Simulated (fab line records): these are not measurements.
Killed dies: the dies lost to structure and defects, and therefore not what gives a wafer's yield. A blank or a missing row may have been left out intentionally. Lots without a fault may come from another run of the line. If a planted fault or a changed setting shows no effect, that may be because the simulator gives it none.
The same fault as seen by 2 desks -- flow nand harc -- each desk has only its own numbers; what lay behind them comes last

== FOR THE TOOL OWNER'S DESK: rie diel-13 ==
The tool's own readings at NHARC_A_CONTACT_ETCH_96 (etches the open film in C4F6/O2, target depth 20 nm, time 10 s): means of the sampled wafers that have a number, for each lot that ran on this tool. The brackets show how far a lot's mean lies from the usual mean; more than 4 standard deviations puts the lot out of limits, marked OUT.
Columns: A = drypump motor current A at NHARC_A_CONTACT_ETCH_96, usual 5.8 A; B = oes product au at NHARC_A_CONTACT_ETCH_96, usual 0.975 a.u.; C = rf fwd power W at NHARC_A_CONTACT_ETCH_96, usual 585.6 W; D = rf vpp V at NHARC_A_CONTACT_ETCH_96, usual 546.9 V; E = run length s at NHARC_A_CONTACT_ETCH_96, usual 30.8 s; F = showerhead plenum p Torr at NHARC_A_CONTACT_ETCH_96, usual 3.93 Torr; G = throttle valve pct at NHARC_A_CONTACT_ETCH_96, usual 26.904 %
lot,first seen here,A,B,C,D,E,F,G
L280,day 16 15:23,5.8,0.951,584.8,547.8,30.6,3.97,26.910
L278,day 16 17:12,5.9,1.023,585.7,544.5,30.7,3.80,26.905
L279,day 16 21:10,5.8,1.016,586.0,547.2,30.8,3.93,26.909
L282,day 17 04:56,5.6,0.956,584.9,545.9,30.8,3.88,26.899
L281,day 17 09:36,5.8,1.015,585.9,546.4,31.0,3.93,26.905
L286,day 18 13:56,5.8,0.955,584.9,546.7,30.9,3.92,26.906
L285,day 19 01:43,6.1,1.000,585.8,545.4,28.5 (-7.3) OUT,3.84,26.911
L290,day 19 17:44,5.4,0.952,586.1,547.1,28.9 (-6.3) OUT,3.95,26.907
This desk's finding: out of limits on L285, L290; first on L285, day 19 01:43 (run length s at NHARC_A_CONTACT_ETCH_96). In limits: L280, L278, L279, L282, L281, L286.

== AT THE METROLOGY DESK ==
What the gauges read, lot by lot, whatever tool the lot ran on: means of the sampled wafers that have a number. The brackets show how far a lot's mean lies from the usual mean; more than 4 standard deviations puts the lot out of limits, marked OUT.
Columns: A = cd nm at NHARC_A_CONTACT_CD_MEAS_53, usual 189.5 nm
lot,first seen here,A
L280,day 16 15:28,188.7
L278,day 16 17:16,189.7
L279,day 16 21:15,188.4
L282,day 17 05:00,189.4
L283,day 17 08:05,189.8
L281,day 17 09:41,187.7
L284,day 18 12:33,189.3
L286,day 18 14:01,190.1
L285,day 19 01:48,189.6
L290,day 19 17:49,189.9
L300,day 22 13:19,190.4
This desk's finding: nothing out of limits on any of the 11 lots.

== TAKEN TOGETHER ==
The tool owner's desk had the chance to raise an alarm at day 19 01:43 on L285, L290.
Nothing out of limits was seen by the metrology desk.
The metrology desk holds a record of L285, L290, inside its limits.
Every lot named ran NHARC_A_CONTACT_ETCH_96 on rie diel-13.

== WHAT THE SIMULATOR HAD INSERTED ==
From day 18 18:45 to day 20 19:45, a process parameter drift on rie diel-13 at NHARC_A_CONTACT_ETCH_96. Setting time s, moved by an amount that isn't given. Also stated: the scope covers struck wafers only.
Lots struck among those shown: L285, L290.
Delay in hours, fault start to first out-of-limits reading, by desk: the tool owner's desk at 7.
